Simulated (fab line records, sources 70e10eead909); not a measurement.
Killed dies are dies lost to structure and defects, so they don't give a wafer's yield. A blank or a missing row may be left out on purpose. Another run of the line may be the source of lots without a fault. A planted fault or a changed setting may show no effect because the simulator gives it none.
What tool caused it? -- flow nand-harc -- Sampling: 10 lots, 30 wafers, 6 of 1302 route steps

WHAT THE GAUGES SHOWED, per wafer
NHARC_A_SGD_CUT_OVL_MEAS_10. Usual: overlay-x-nm -0.2 nm, standard deviation 0.75; overlay-y-nm 0.1 nm, standard deviation 0.99.
lot,measured,on,overlay-x-nm (nm),overlay-y-nm (nm),flag
L699,day 19 14:00,overlay-01,1.4 0.8 0.8,-0.3 -0.5 -0.1,
L701,day 19 22:08,overlay-01,-0.1 -0.6 -0.8,-0.6 -0.2 0.1,
L700,day 20 09:46,overlay-01,-0.6 0.4 -0.4,-2.1 -1.3 -1.6,
L710,day 24 12:44,overlay-02,0.8 0.4 0.1,0.6 0.9 0.9,
L714,day 25 13:16,overlay-02,0.4 0.6 0.2,0.4 -0.7 0.3,
L711,day 25 13:35,overlay-01,-0.1 0.0 0.4,0.9 0.9 0.4,
L716,day 27 03:02,overlay-02,-0.4 -0.4 -0.3,-0.2 0.0 0.1,
L717,day 27 03:15,overlay-01,0.6 1.5 0.1,-1.4 -1.0 -1.0,
L718,day 27 09:09,overlay-02,-0.2 -0.2 -0.1,0.4 0.9 0.3,
L719,day 27 20:21,overlay-01,-0.8 -0.5 -0.8,-0.4 -0.6 -0.2,

NHARC_A_SGD_CUT_INSPECT_25. Usual: raw-defect-count 394, standard deviation 86.
lot,measured,on,raw-defect-count,flag
L699,day 19 20:34,defect-inspect-02,270 342 305,
L701,day 20 04:52,defect-inspect-02,365 336 400,
L700,day 20 16:41,defect-inspect-01,335 361 377,
L710,day 24 19:43,defect-inspect-02,1966 450 563,OFF
L714,day 25 17:05,defect-inspect-02,335 481 478,
L711,day 25 23:31,defect-inspect-02,322 411 409,
L716,day 27 10:01,defect-inspect-01,383 430 364,
L717,day 27 10:01,defect-inspect-02,307 334 191,
L718,day 27 18:49,defect-inspect-01,280 414 264,
L719,day 28 02:55,defect-inspect-02,366 299 428,

NHARC_END_SORT_01. Usual: killed-at-array 54, standard deviation 23; killed-at-other 1.2, standard deviation 1.5; killed-at-periphery 3.9, standard deviation 2.5; killed-dies 59, standard deviation 23; killed-open 3.2, standard deviation 1.7; killed-short 2.4, standard deviation 1.6.
lot,measured,on,killed-at-array,killed-at-other,killed-at-periphery,killed-dies,killed-open,killed-short,flag
L710,day 29 20:08,prober-01,155 52 51,0 0 0,6 3 6,161 55 57,2 4 5,2 3 1,

WHAT TOOL EACH LOT RAN ON (gives the tool, then ch and the chambers of the sampled wafers, and finally the start)
lot,NHARC_A_STAIRCASE_ETCHBACK_422,NHARC_A_SGD_CUT_ETCH_58,NHARC_A_SGD_CUT_ETCHBACK_24
L699,"rie-diel-04 ch 0,2,3, day 19 11:52","rie-diel-06 ch 0,1,3, day 19 14:11","rie-diel-06 ch 1,2,3, day 19 20:19"
L701,"rie-diel-04 ch 0,1, day 19 19:59","rie-diel-06 ch 0,1, day 19 22:19","rie-diel-11 ch 0,1,3, day 20 04:39"
L700,"rie-diel-09 ch 1,3, day 20 07:35","rie-diel-12 ch 1,3, day 20 09:56","rie-diel-12 ch 0,2,3, day 20 16:27"
L710,"rie-diel-09 ch 0,1,2, day 24 10:35","rie-diel-11 ch 0,1,2, day 24 12:55","rie-diel-06 ch 0,1,2, day 24 19:29"
L714,"rie-diel-04 ch 1,2, day 25 11:15","rie-diel-11 ch 0,3, day 25 13:27","rie-diel-11 ch 1,3, day 25 16:52"
L711,"rie-diel-08 ch 0,1,3, day 25 11:23","rie-diel-06 ch 2,3, day 25 13:46","rie-diel-11 ch 2,3, day 25 23:16"
L716,"rie-diel-04 ch 0,2,3, day 27 01:03","rie-diel-11 ch 1,2,3, day 27 03:14","rie-diel-06 ch 1,2,3, day 27 09:49"
L717,"rie-diel-04 ch 0,1,2, day 27 01:08","rie-diel-06 ch 0,3, day 27 03:26","rie-diel-11 ch 0,2, day 27 09:47"
L718,"rie-diel-04 ch 0,2,3, day 27 07:06","rie-diel-12 ch 0,1,3, day 27 09:20","rie-diel-06 ch 1,2,3, day 27 18:34"
L719,"rie-diel-09 ch 0,2,3, day 27 18:14","rie-diel-06 ch 0,1,2, day 27 20:32","rie-diel-12 ch 1,2,3, day 28 02:41"
- NHARC_A_STAIRCASE_ETCHBACK_422: etches the open film in CH3F/O2, target depth 40 nm, time 74.286 s.
- NHARC_A_SGD_CUT_ETCH_58: etches the open film in CF4, target depth 39 nm, time 65 s.
- NHARC_A_SGD_CUT_ETCHBACK_24: etches the open film in CH3F/O2, target depth 50 nm, time 92.857 s.

WHAT THE TOOLS THEMSELVES READ (means of the sampled wafers that have a number; where no wafer has one, the mark that the record gives instead)
NHARC_A_STAIRCASE_ETCHBACK_422. Usual: chamber-pressure-mTorr is 24.999 mTorr with standard deviation 0.022, drypump-motor-current-A is 5.5 A with standard deviation 0.45, oes-product-au is 0.94 a.u. with standard deviation 0.032, rf-fwd-power-W is 496.8 W with standard deviation 1.7, rf-vpp-V is 244.5 V with standard deviation 1.8, showerhead-plenum-p-Torr is 2.47 Torr with standard deviation 0.11, and throttle-valve-pct is 20.663 % with standard deviation 0.0098.
lot,tool,chamber-pressure-mTorr (mTorr),drypump-motor-current-A (A),oes-product-au (a.u.),rf-fwd-power-W (W),rf-vpp-V (V),showerhead-plenum-p-Torr (Torr),throttle-valve-pct (%),flag
L699,rie-diel-04,25.003,5.7,0.93,496.4,244.1,2.48,20.655,
L701,rie-diel-04,24.985,5.4,0.92,495.7,244.4,2.46,20.655,
L700,rie-diel-09,24.989,5.9,0.99,494.7,244.5,2.49,20.665,
L710,rie-diel-09,24.968,5.4,0.99,499.6,243.7,2.43,20.667,
L714,rie-diel-04,24.979,5.3,0.93,496.0,243.9,2.47,20.662,
L711,rie-diel-08,25.011,5.5,1.00,496.2,243.7,2.46,20.655,
L716,rie-diel-04,25.006,5.7,0.92,496.2,243.4,2.46,20.658,
L717,rie-diel-04,25.009,5.4,1.00,497.4,244.1,2.45,20.656,
L718,rie-diel-04,25.005,5.7,0.99,496.3,244.8,2.46,20.665,
L719,rie-diel-09,24.993,5.7,1.00,496.9,243.8,2.45,20.664,

NHARC_A_SGD_CUT_ETCH_58. Usual: cf4-flow-sccm 150.0 sccm, standard deviation 0.42; chamber-pressure-mTorr 50.00 mTorr, standard deviation 0.047; drypump-motor-current-A 5.5 A, standard deviation 0.42; oes-product-au 0.997 a.u., standard deviation 0.0071; rf-fwd-power-W 297.3 W, standard deviation 1.3; rf-vpp-V 150.8 V, standard deviation 1.1; showerhead-plenum-p-Torr 1.74 Torr, standard deviation 0.061; throttle-valve-pct 13.284 %, standard deviation 0.0094.
lot,tool,cf4-flow-sccm (sccm),chamber-pressure-mTorr (mTorr),drypump-motor-current-A (A),oes-product-au (a.u.),rf-fwd-power-W (W),rf-vpp-V (V),showerhead-plenum-p-Torr (Torr),throttle-valve-pct (%),flag
L699,rie-diel-06,149.9,49.98,5.6,0.999,296.5,150.3,1.70,13.286,
L701,rie-diel-06,149.9,50.02,5.8,0.998,297.2,149.4,1.72,13.298,
L700,rie-diel-12,150.0,50.00,5.9,1.001,298.1,151.0,1.79,13.285,
L710,rie-diel-11,149.8,50.04,5.1,0.999,297.6,151.6,1.78,13.287,
L714,rie-diel-11,150.2,50.03,5.3,1.000,297.3,151.1,1.78,13.271,
L711,rie-diel-06,149.7,50.04,4.9,1.005,295.3,149.7,1.69,13.284,
L716,rie-diel-11,150.2,50.00,5.3,0.999,299.0,150.7,1.75,13.276,
L717,rie-diel-06,149.7,49.98,5.4,1.001,296.9,151.0,1.73,13.287,
L718,rie-diel-12,149.9,49.98,5.7,0.995,296.8,150.9,1.77,13.283,
L719,rie-diel-06,149.9,49.98,5.6,0.995,296.2,150.6,1.69,13.286,

NHARC_A_SGD_CUT_ETCHBACK_24. Usual: chamber-pressure-mTorr is 25.000 mTorr with standard deviation 0.021, drypump-motor-current-A is 5.5 A with standard deviation 0.43, oes-product-au is 0.96 a.u. with standard deviation 0.036, rf-fwd-power-W is 496.7 W with standard deviation 2.1, rf-vpp-V is 243.7 V with standard deviation 1.5, showerhead-plenum-p-Torr is 2.41 Torr with standard deviation 0.087, and throttle-valve-pct is 20.662 % with standard deviation 0.01.
lot,tool,chamber-pressure-mTorr (mTorr),drypump-motor-current-A (A),oes-product-au (a.u.),rf-fwd-power-W (W),rf-vpp-V (V),showerhead-plenum-p-Torr (Torr),throttle-valve-pct (%),flag
L699,rie-diel-06,25.002,5.4,0.91,494.3,242.7,2.33,20.655,
L701,rie-diel-11,24.987,5.0,1.00,498.5,244.3,2.51,20.664,
L700,rie-diel-12,25.004,5.6,0.93,496.0,243.5,2.39,20.662,
L710,rie-diel-06,25.017,5.6,0.92,494.8,243.5,2.35,20.675,
L714,rie-diel-11,25.004,5.2,0.93,497.6,244.1,2.47,20.658,
L711,rie-diel-11,24.974,5.6,1.00,496.5,242.3,2.36,20.664,
L716,rie-diel-06,24.991,5.4,1.00,495.6,242.7,2.33,20.655,
L717,rie-diel-11,24.997,5.5,1.01,497.8,242.9,2.39,20.667,
L718,rie-diel-06,25.006,5.4,0.93,495.3,241.8,2.33,20.661,
L719,rie-diel-12,24.999,5.8,1.00,497.8,244.7,2.42,20.658,

THE ANSWER, worked out from the rows above alone
Rule: a lot is off if the mean of its wafers that have a number lies more than 3 standard deviations from the usual mean. Also off: a lot with no number at a reading for which 4 or more lots have one. The other lots that the step has rows for count as sound. After the gauges, taken in route order, come the tools' own readings; for these a lot's mean is taken, as printed above. At the first step where some lot is off, the reading lying furthest off is the one used; lots without a number count as furthest.
Off: L710, at NHARC_A_SGD_CUT_INSPECT_25 (raw-defect-count).
A tool fits if, at a process step before that reading, it ran every lot that is off, and no sound lot after the first of them. Those tools and the gauges at NHARC_A_SGD_CUT_INSPECT_25 are tried in the same way. Not one of the candidates tried fits.

WHAT HAD BEEN PUT IN BY THE SIMULATOR
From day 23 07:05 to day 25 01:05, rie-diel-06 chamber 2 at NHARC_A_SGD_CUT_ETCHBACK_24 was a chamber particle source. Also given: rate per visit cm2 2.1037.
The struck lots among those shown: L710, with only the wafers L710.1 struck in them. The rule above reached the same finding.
